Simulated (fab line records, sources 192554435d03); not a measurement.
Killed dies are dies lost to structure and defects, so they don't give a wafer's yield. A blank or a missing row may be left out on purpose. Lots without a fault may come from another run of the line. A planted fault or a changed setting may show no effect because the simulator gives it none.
Which tool did it? | flow n5_finfet | 7 lots, 21 wafers sampled, at 3 steps of a route of 1938

WHAT THE GAUGES READ, wafer by wafer
N5_BEOL_M9_OCD_MEAS_38.
lot  | measured     | on     | trench_depth_nm (nm)
L732 | day 10 12:41 | ocd-01 | 152.6 148.4 148.2
L742 | day 12 09:32 | ocd-01 | 154.8 153.2 216.0
L743 | day 13 04:40 | ocd-02 | 218.0 154.8 153.0
L745 | day 13 05:49 | ocd-01 | 152.3 153.2 149.1
L749 | day 14 07:15 | ocd-02 | 158.9 156.7 150.0
L750 | day 14 17:52 | ocd-02 | 152.0 149.3 151.5
L754 | day 16 01:46 | ocd-01 | 149.7 153.8 152.5

WHICH TOOL RAN EACH LOT (tool, then ch and the chambers of the sampled wafers, then the start)
lot  | N5_BEOL_M9_ETCH_65                 | N5_BEOL_M9_TRENCH_ETCH_37
L732 | rie_diel-03 ch 0,2, day 10 12:17   | rie_diel-03 ch 0,2, day 10 12:31
L742 | rie_diel-03 ch 0,2,3, day 12 09:08 | rie_diel-03 ch 0,2,3, day 12 09:22
L743 | rie_diel-03 ch 0,2,3, day 12 23:48 | rie_diel-03 ch 0,2,3, day 13 00:02
L745 | rie_diel-06 ch 0,1,2, day 13 05:24 | rie_diel-06 ch 0,1,2, day 13 05:38
L749 | rie_diel-01 ch 2,3, day 14 06:50   | rie_diel-01 ch 2,3, day 14 07:04
L750 | rie_diel-06 ch 0,2,3, day 14 17:28 | rie_diel-06 ch 0,2,3, day 14 17:41
L754 | rie_diel-06 ch 1,2,3, day 16 01:21 | rie_diel-06 ch 1,2,3, day 16 01:35
- N5_BEOL_M9_ETCH_65: etches SiARC in CF4, target depth 15.6 nm, time 26 s.
- N5_BEOL_M9_TRENCH_ETCH_37: etches SiCOH lowk in C4F6/O2, target depth 151.43 nm, time 49 s.

THE ANSWER, worked out from the rows above alone
Rule: what is usual is taken from the lots themselves. Put in order of their means at a reading, lots are off if they are a third of the lots or fewer, leave a main group of 4 or more, and stand apart from it by a gap of 3 or more times the standard deviation of the main group's means; of several such gaps the widest counts. A main group whose means are all the same, to the digits that the tables above print for the reading, isn't used. A lot without any number at a reading at which 4 lots or more have one is off too. The other lots that the step has rows for count as sound.
Off: L742, L743, at N5_BEOL_M9_OCD_MEAS_38 (trench_depth_nm). The main group: mean 151.9 nm, standard deviation 1.8.
A tool fits if, at a process step before that reading, it ran every lot that is off, and no sound lot after the first of them. The gauges at N5_BEOL_M9_OCD_MEAS_38 are tried like those tools. One fits: rie_diel-03 at N5_BEOL_M9_ETCH_65 and N5_BEOL_M9_TRENCH_ETCH_37. At N5_BEOL_M9_ETCH_65 its last sound lot is L732 (day 10 12:17), its first lot that is off L742 (day 12 09:08): a fault that began between those two fits.

WHAT THE SIMULATOR HAD PUT IN
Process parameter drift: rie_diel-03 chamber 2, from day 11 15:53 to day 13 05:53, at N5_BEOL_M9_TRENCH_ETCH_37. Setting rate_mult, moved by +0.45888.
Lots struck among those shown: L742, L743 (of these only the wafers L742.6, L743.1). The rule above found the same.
